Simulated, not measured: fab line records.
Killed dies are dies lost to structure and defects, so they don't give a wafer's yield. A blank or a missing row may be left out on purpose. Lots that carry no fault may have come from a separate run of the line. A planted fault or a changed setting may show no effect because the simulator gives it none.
fab line records ; flow nand-harc
record lots=7; wafers=18; last-day=25
route steps=1159 shown A_SOURCE_PLATE@414 A_ONON_D1@424 END@1159
lots untouched by any fault: they come from a run of this same line in which no faults occurred
start-h: the number of hours between the record's first day and the start of the first shown wafer of the lot ; wait-h: time in hours since the lot's previous step ; " as in the row above ; L1.1+2: several wafers, shown together as one row ; - no value, or no start given ; * or withheld: withheld ; < > ~ a bound
route shown NAME@n: a module of which the file shows steps, and the number in the route of the first ; usual: mean/standard deviation taken from wafers without a fault ; same: alike in all rows ; chamber/n: place in a boat ; sites: readings site by site ; _std_site: how widely they spread, as a standard deviation ; _edge_site: outer sites' mean less inner sites' ; radius-mm: for every site, how far away it sits from the centre of the wafer ; mask NAME#n: copy n ; behind: the tool/chamber that last shaped the wafer ; hold: why the lot was held/for how many hours/how that ended ; device: names the non-switching transistor (n, p or np) ; end of line: the same wafers' tests at the end of the route ; a step given without rows: its recipe and nothing more ; killed: count of dies lost to structure and defects at first sort (not the wafer's yield) ; map: per-die view of a wafer (x killed, . not killed, _ where there is no die)
set.NAME: the setting the step ran with; set.NAME@STEP: the setting that earlier step ran with ; model.NAME: the simulator's own value behind a step, which no gauge read
lots at some steps of the route; a table a step, a row a wafer
services: the hour from which a tool's chamber was out of use, counted from the record's first day as start-h (under 0 if before that day), plus the number of hours and why
## steps
# step NHARC_A_SOURCE_PLATE_SRD_01
# step NHARC_A_SOURCE_PLATE_OXIDE_02
# recipe target-thk-a=100; temp-c=900; ox-time-s=1362; material=SiO2
# step NHARC_A_SOURCE_PLATE_THK_MEAS_09
# recipe thk-meas-gauge=ellipsometry
# usual thk-nm=9.6/1
lot.wafer;tool;chamber;start-h;wait-h;thk-nm
L748.1;film-metro-01;-;168.25;0.4;10.0
L748.2;film-metro-01;-;168.25;0.4;8.6
L748.5;film-metro-01;-;168.25;0.4;10.1
L754.2;film-metro-02;-;208.65;0.4;9.9
L754.3;film-metro-02;-;208.65;0.4;7.9
L754.6;film-metro-02;-;208.65;0.4;9.2
L758.1;film-metro-02;-;227.39;0.4;10.5
L758.6;film-metro-02;-;227.39;0.4;9.1
L759.2;film-metro-01;-;231.81;0.4;10.0
L759.6;film-metro-01;-;231.81;0.4;8.7
L762.1;film-metro-02;-;240.82;0.4;8.6
L762.2;film-metro-02;-;240.82;0.4;10.3
L764.1;film-metro-01;-;252.04;0.4;11.3
L764.5;film-metro-01;-;252.04;0.4;10.2
L764.6;film-metro-01;-;252.04;0.4;9.0
L766.2;film-metro-01;-;281.10;0.4;8.4
L766.4;film-metro-01;-;281.10;0.4;11.2
L766.6;film-metro-01;-;281.10;0.4;11.2
# step NHARC_A_SOURCE_PLATE_PVD_04
# recipe target-thk-a=500; material=WSi2
# step NHARC_A_SOURCE_PLATE_CVD_03
# recipe target-thk-a=2000; temp-c=620; pressure-mtorr=200; time-s=4000; material=poly-Si
# step NHARC_A_SOURCE_PLATE_ANNEAL_05
# recipe temp-c=850; time-s=1800
# step NHARC_A_SOURCE_PLATE_THK_MEAS_06
# recipe thk-meas-gauge=ellipsometry
# usual thk-nm=200.1/2.6
lot.wafer;tool;chamber;start-h;wait-h;thk-nm
L748.1;film-metro-01;-;181.82;0.4;199.7
L748.2;film-metro-01;-;181.82;0.4;202.0
L748.5;film-metro-01;-;181.82;0.4;200.4
L754.2;film-metro-02;-;223.67;0.4;199.2
L754.3;film-metro-02;-;223.67;0.4;203.2
L754.6;film-metro-02;-;223.67;0.4;202.3
L758.1;film-metro-01;-;240.26;0.4;199.3
L758.6;film-metro-01;-;240.26;0.4;197.2
L759.2;film-metro-02;-;245.43;0.4;197.6
L759.6;film-metro-02;-;245.43;0.4;196.7
L762.1;film-metro-02;-;254.01;0.4;201.2
L762.2;film-metro-02;-;254.01;0.4;201.8
L764.1;film-metro-02;-;265.21;0.4;201.4
L764.5;film-metro-02;-;265.21;0.4;202.6
L764.6;film-metro-02;-;265.21;0.4;201.1
L766.2;film-metro-02;-;294.93;0.4;195.4
L766.4;film-metro-02;-;294.93;0.4;197.1
L766.6;film-metro-02;-;294.93;0.4;196.2
# step NHARC_A_SOURCE_PLATE_INSPECT_08
# usual raw-defect-count=60/22
lot.wafer;tool;chamber;start-h;wait-h;raw-defect-count
L748.1;defect-inspect-01;-;181.89;0.0;70
L748.2;defect-inspect-01;-;181.89;0.0;33
L748.5;defect-inspect-01;-;181.89;0.0;55
L754.2;defect-inspect-02;-;223.73;0.0;54
L754.3;defect-inspect-02;-;223.73;0.0;65
L754.6;defect-inspect-02;-;223.73;0.0;62
L758.1;defect-inspect-02;-;240.32;0.0;54
L758.6;defect-inspect-02;-;240.32;0.0;44
L759.2;defect-inspect-02;-;245.49;0.0;39
L759.6;defect-inspect-02;-;245.49;0.0;40
L762.1;defect-inspect-02;-;254.07;0.0;33
L762.2;defect-inspect-02;-;254.07;0.0;78
L764.1;defect-inspect-01;-;265.27;0.0;44
L764.5;defect-inspect-01;-;265.27;0.0;51
L764.6;defect-inspect-01;-;265.27;0.0;40
L766.2;defect-inspect-01;-;294.99;0.0;19
L766.4;defect-inspect-01;-;294.99;0.0;37
L766.6;defect-inspect-01;-;294.99;0.0;35
# step NHARC_A_ONON_D1_DEP_00
# recipe target-thk-a=10000; n2-flow-sccm=2750; n2o-flow-sccm=2000; nh3-flow-sccm=500; sih4-flow-sccm=210; temp-c=400
# step NHARC_A_ONON_D1_THK_MEAS_02
# recipe thk-meas-gauge=ellipsometry
# usual thk-nm=1002/9.7
lot.wafer;tool;chamber;start-h;wait-h;thk-nm
L748.1;film-metro-02;-;182.57;-;999
L748.2;film-metro-02;-;182.57;-;998
L748.5;film-metro-02;-;182.57;-;1000
L754.2;film-metro-01;-;224.31;-;993
L754.3;film-metro-01;-;224.31;-;994
L754.6;film-metro-01;-;224.31;-;994
L758.1;film-metro-01;-;240.90;-;1006
L758.6;film-metro-01;-;240.90;-;1009
L759.2;film-metro-02;-;246.07;-;1009
L759.6;film-metro-02;-;246.07;-;1009
L762.1;film-metro-02;-;254.65;-;999
L762.2;film-metro-02;-;254.65;-;997
L764.1;film-metro-02;-;265.84;-;1007
L764.5;film-metro-02;-;265.84;-;1007
L764.6;film-metro-02;-;265.84;-;1008
L766.2;film-metro-01;-;295.57;-;998
L766.4;film-metro-01;-;295.57;-;998
L766.6;film-metro-01;-;295.57;-;998
# step NHARC_A_ONON_D1_DEP_03
# recipe target-thk-a=10000; n2-flow-sccm=2750; n2o-flow-sccm=2000; nh3-flow-sccm=500; sih4-flow-sccm=210; temp-c=400
# usual n2o-flow-sccm=2001/6.4
lot.wafer;tool;chamber;start-h;wait-h;n2o-flow-sccm
L748.1;pecvd-onon-02;0;182.76;0.2;2008
L748.2;pecvd-onon-02;0;182.76;0.2;2002
L748.5;pecvd-onon-02;0;182.76;0.2;2000
L754.2;pecvd-onon-03;0;224.42;0.1;2006
L754.3;pecvd-onon-03;0;224.42;0.1;1994
L754.6;pecvd-onon-03;0;224.42;0.1;2010
L758.1;pecvd-onon-03;0;240.95;0.1;2011
L758.6;pecvd-onon-03;0;240.95;0.1;2005
L759.2;pecvd-onon-03;0;246.19;0.1;2003
L759.6;pecvd-onon-03;0;246.19;0.1;2006
L762.1;pecvd-onon-03;0;254.70;0.1;1999
L762.2;pecvd-onon-03;0;254.70;0.1;2003
L764.1;pecvd-onon-04;0;265.93;0.1;1998
L764.5;pecvd-onon-04;0;265.93;0.1;1988
L764.6;pecvd-onon-04;0;265.93;0.1;1995
L766.2;pecvd-onon-04;0;295.68;0.1;2008
L766.4;pecvd-onon-04;0;295.68;0.1;2009
L766.6;pecvd-onon-04;0;295.68;0.1;2006
# step NHARC_A_ONON_D1_THK_MEAS_05
# recipe thk-meas-gauge=ellipsometry
# usual thk-nm=999/7.9
lot.wafer;tool;chamber;start-h;wait-h;thk-nm
L748.1;film-metro-02;-;183.27;-;1000
L748.2;film-metro-02;-;183.27;-;997
L748.5;film-metro-02;-;183.27;-;1000
L754.2;film-metro-02;-;224.87;-;1002
L754.3;film-metro-02;-;224.87;-;1002
L754.6;film-metro-02;-;224.87;-;1002
L758.1;film-metro-01;-;241.47;-;1545
L758.6;film-metro-01;-;241.47;-;1015
L759.2;film-metro-01;-;246.64;-;1529
L759.6;film-metro-01;-;246.64;-;997
L762.1;film-metro-01;-;255.21;-;1537
L762.2;film-metro-01;-;255.21;-;1536
L764.1;film-metro-01;-;266.44;-;988
L764.5;film-metro-01;-;266.44;-;989
L764.6;film-metro-01;-;266.44;-;988
L766.2;film-metro-01;-;296.13;-;1003
L766.4;film-metro-01;-;296.13;-;1003
L766.6;film-metro-01;-;296.13;-;1005
# step NHARC_A_ONON_D1_DEP_06
# recipe target-thk-a=10000; n2-flow-sccm=2750; n2o-flow-sccm=2000; nh3-flow-sccm=500; sih4-flow-sccm=210; temp-c=400
# step NHARC_END_SORT_01
# recipe temp-c=25
# usual killed-at-array=27/11; killed-at-other=0.7/1.1; killed-at-periphery=3.4/2.1; killed-dies=31/12; killed-open=3.6/2; killed-short=2.0/1.3
# same gross-dies=677
lot.wafer;tool;chamber;start-h;wait-h;killed-at-array;killed-at-other;killed-at-periphery;killed-dies;killed-open;killed-short
L748.1;prober-01;0;478.17;2.5;22;0;4;26;4;0
L748.2;prober-01;0;478.97;2.8;21;0;1;22;2;2
L748.5;prober-01;0;481.35;3.7;13;0;1;14;4;2
L754.2;prober-02;0;499.15;2.8;12;1;2;15;5;3
L754.3;prober-02;0;499.95;3.1;20;0;1;21;1;3
L754.6;prober-02;0;502.34;4.0;22;0;7;29;9;4
L758.1;prober-02;0;506.09;2.5;677;0;0;677;2;2
L762.1;prober-02;0;532.62;2.5;676;1;0;677;3;2
L762.2;prober-02;0;533.41;2.8;671;1;5;677;5;3
L759.2;prober-01;0;533.42;2.8;671;3;3;677;2;1
L759.6;prober-01;0;536.63;4.0;19;1;2;22;4;1
# killed by level:class
L748.1 A_SLIT:chamber-film-flake=9 A_STAIRCASE:chamber-film-flake=6 A_CHANNEL_HOLE_D1:chamber-film-flake=3 P_CONTACT:geometric-particle:open=2 P_GATE:chamber-film-flake=2 A_CONTACT:geometric-particle:open=1 A_M0:geometric-particle:open=1 A_BLC:chamber-film-flake=1
L748.2 A_SLIT:chamber-film-flake=6 A_CHANNEL_HOLE_D1:chamber-film-flake=5 A_STAIRCASE:chamber-film-flake=2 A_BLC:chamber-film-flake=2 A_ONON_D1:geometric-particle:short=1 A_ONON_D1:geometric-particle:open=1 A_WL_FILL:geometric-particle:short=1 A_CONTACT:geometric-particle:open=1
L748.5 A_SLIT:chamber-film-flake=3 A_CONTACT:geometric-particle:open=2 A_ONON_D1:geometric-particle:open=1 A_CHANNEL_FILL_D1:geometric-particle:open=1 A_SGD_CUT:geometric-particle:short=1 A_WL_FILL:geometric-particle:short=1 P_GATE:chamber-film-flake=1 A_ZERO_WELL:chamber-film-flake=1
L754.2 A_STAIRCASE:chamber-film-flake=3 A_WL_FILL:geometric-particle:short=2 A_WL_FILL:geometric-particle:open=2 A_CONTACT:geometric-particle:open=2 P_GATE:chamber-film-flake=2 A_CHANNEL_FILL_D1:geometric-particle:open=1 STARTING-WAFER:geometric-particle:short=1 A_CHANNEL_HOLE_D1:chamber-film-flake=1
L754.3 A_STAIRCASE:chamber-film-flake=7 A_CONTACT:chamber-film-flake=5 A_ZERO_WELL:chamber-film-flake=3 A_CHANNEL_HOLE_D1:chamber-film-flake=2 P_CONTACT:geometric-particle:short=1 A_CHANNEL_FILL_D1:geometric-particle:short=1 A_WL_FILL:geometric-particle:short=1 A_CONTACT:geometric-particle:open=1
L754.6 A_STAIRCASE:chamber-film-flake=5 A_CONTACT:chamber-film-flake=4 A_M0:geometric-particle:open=3 P_M0:chamber-film-flake=3 A_CONTACT:geometric-particle:open=2 P_M0:geometric-particle:open=1 P_M0:geometric-particle:short=1 P_M2:geometric-particle:open=1
L758.1 A_ONON_D1:area-dep=654 A_SLIT:chamber-film-flake=13 A_CHANNEL_HOLE_D1:chamber-film-flake=3 A_CONTACT:chamber-film-flake=2 A_ONON_D1:geometric-particle:short=1 A_CHANNEL_FILL_D1:geometric-particle:short=1 A_CHANNEL_FILL_D1:geometric-particle:open=1 A_WL_FILL:geometric-particle:open=1
L762.1 A_ONON_D1:area-dep=662 A_SLIT:chamber-film-flake=8 A_BLC:geometric-particle:open=2 A_CHANNEL_HOLE_D1:chamber-film-flake=2 A_CHANNEL_FILL_D1:geometric-particle:short=1 A_M0:geometric-particle:short=1 STARTING-WAFER:geometric-particle:open=1
L762.2 A_ONON_D1:area-dep=655 A_SLIT:chamber-film-flake=8 P_CONTACT:geometric-particle:open=2 A_CHANNEL_HOLE_D1:chamber-film-flake=2 A_CONTACT:chamber-film-flake=2 P_GATE:geometric-particle:short=1 A_CHANNEL_FILL_D1:geometric-particle:short=1 A_WL_FILL:geometric-particle:short=1
L759.2 A_ONON_D1:area-dep=653 A_SLIT:chamber-film-flake=7 A_CHANNEL_HOLE_D1:chamber-film-flake=6 A_CONTACT:chamber-film-flake=3 THIN_TSV:chamber-film-flake=3 P_CONTACT:geometric-particle:short=1 P_M0:geometric-particle:open=1 A_M0:geometric-particle:open=1
L759.6 A_SLIT:chamber-film-flake=10 A_CHANNEL_HOLE_D1:chamber-film-flake=3 A_WL_FILL:geometric-particle:open=2 P_M1:geometric-particle:open=1 A_CONTACT:geometric-particle:short=1 A_BLC:geometric-particle:open=1 P_STI:chamber-film-flake=1 A_STAIRCASE:chamber-film-flake=1
# map L758.1 (x killed, . not)
____________x____________
_________xxxxxxx_________
_______xxxxxxxxxxx_______
______xxxxxxxxxxxxx______
_____xxxxxxxxxxxxxxx_____
____xxxxxxxxxxxxxxxxx____
____xxxxxxxxxxxxxxxxx____
___xxxxxxxxxxxxxxxxxxx___
___xxxxxxxxxxxxxxxxxxx___
__xxxxxxxxxxxxxxxxxxxxx__
__xxxxxxxxxxxxxxxxxxxxx__
_xxxxxxxxxxxxxxxxxxxxxxx_
_xxxxxxxxxxxxxxxxxxxxxxx_
_xxxxxxxxxxxxxxxxxxxxxxx_
_xxxxxxxxxxxxxxxxxxxxxxx_
_xxxxxxxxxxxxxxxxxxxxxxx_
xxxxxxxxxxxxxxxxxxxxxxxxx
xxxxxxxxxxxxxxxxxxxxxxxxx
xxxxxxxxxxxxxxxxxxxxxxxxx
xxxxxxxxxxxxxxxxxxxxxxxxx
xxxxxxxxxxxxxxxxxxxxxxxxx
_xxxxxxxxxxxxxxxxxxxxxxx_
_xxxxxxxxxxxxxxxxxxxxxxx_
_xxxxxxxxxxxxxxxxxxxxxxx_
_xxxxxxxxxxxxxxxxxxxxxxx_
_xxxxxxxxxxxxxxxxxxxxxxx_
__xxxxxxxxxxxxxxxxxxxxx__
__xxxxxxxxxxxxxxxxxxxxx__
___xxxxxxxxxxxxxxxxxxx___
___xxxxxxxxxxxxxxxxxxx___
____xxxxxxxxxxxxxxxxx____
____xxxxxxxxxxxxxxxxx____
_____xxxxxxxxxxxxxxx_____
______xxxxxxxxxxxxx______
_______xxxxxxxxxxx_______
_________xxxxxxx_________
____________x____________
# map L759.2 (x killed, . not)
____________x____________
_________xxxxxxx_________
_______xxxxxxxxxxx_______
______xxxxxxxxxxxxx______
_____xxxxxxxxxxxxxxx_____
____xxxxxxxxxxxxxxxxx____
____xxxxxxxxxxxxxxxxx____
___xxxxxxxxxxxxxxxxxxx___
___xxxxxxxxxxxxxxxxxxx___
__xxxxxxxxxxxxxxxxxxxxx__
__xxxxxxxxxxxxxxxxxxxxx__
_xxxxxxxxxxxxxxxxxxxxxxx_
_xxxxxxxxxxxxxxxxxxxxxxx_
_xxxxxxxxxxxxxxxxxxxxxxx_
_xxxxxxxxxxxxxxxxxxxxxxx_
_xxxxxxxxxxxxxxxxxxxxxxx_
xxxxxxxxxxxxxxxxxxxxxxxxx
xxxxxxxxxxxxxxxxxxxxxxxxx
xxxxxxxxxxxxxxxxxxxxxxxxx
xxxxxxxxxxxxxxxxxxxxxxxxx
xxxxxxxxxxxxxxxxxxxxxxxxx
_xxxxxxxxxxxxxxxxxxxxxxx_
_xxxxxxxxxxxxxxxxxxxxxxx_
_xxxxxxxxxxxxxxxxxxxxxxx_
_xxxxxxxxxxxxxxxxxxxxxxx_
_xxxxxxxxxxxxxxxxxxxxxxx_
__xxxxxxxxxxxxxxxxxxxxx__
__xxxxxxxxxxxxxxxxxxxxx__
___xxxxxxxxxxxxxxxxxxx___
___xxxxxxxxxxxxxxxxxxx___
____xxxxxxxxxxxxxxxxx____
____xxxxxxxxxxxxxxxxx____
_____xxxxxxxxxxxxxxx_____
______xxxxxxxxxxxxx______
_______xxxxxxxxxxx_______
_________xxxxxxx_________
____________x____________
## services
tool;chamber;start-h;hours;kind
pecvd-onon-04;-;237.67;13.0;pm
pecvd-onon-04;-;270.50;3.1;repair
pecvd-onon-02;-;292.00;13.0;pm
## key
first-sign step=NHARC_A_ONON_D1_THK_MEAS_05; reading=thk-nm; direction=up; sigmas=68; usual=999; struck=1537
effect step=NHARC_END_SORT_01; reading=killed-at-array; direction=up; sigmas=57; usual=27; struck=674
more-kills-born-at NHARC_A_ONON_D1_DEP_03@pecvd-onon-03=2624
met-at NHARC_A_ONON_D1_DEP_03
struck-wafers L758.1,L759.2,L762.1,L762.2
later-rows-left-out L758.1,L759.2,L762.1,L762.2
tester-left-out L758,L759,L762
onset-between 224.42 240.95
fault kind=process-parameter-drift; tool=pecvd-onon-03; chamber=-; onset-h=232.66; steps=NHARC_A_ONON_D1_DEP_03; channel=target-thk-a; offset=*; shape=step; end-h=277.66; scope=struck-wafers-only; acts-in=*; stated=*
# tester-left-out: of these lots the tester's yield and bins aren't shown, on N5 and GAA mostly nor the transistor test; their killed dies are dies lost to structure and defects alone, not to doping, threshold or leakage, so they don't give the yield
# later-rows-left-out: the simulator's readings of these wafers behind a module that went badly wrong aren't trusted and aren't shown, but for the sort
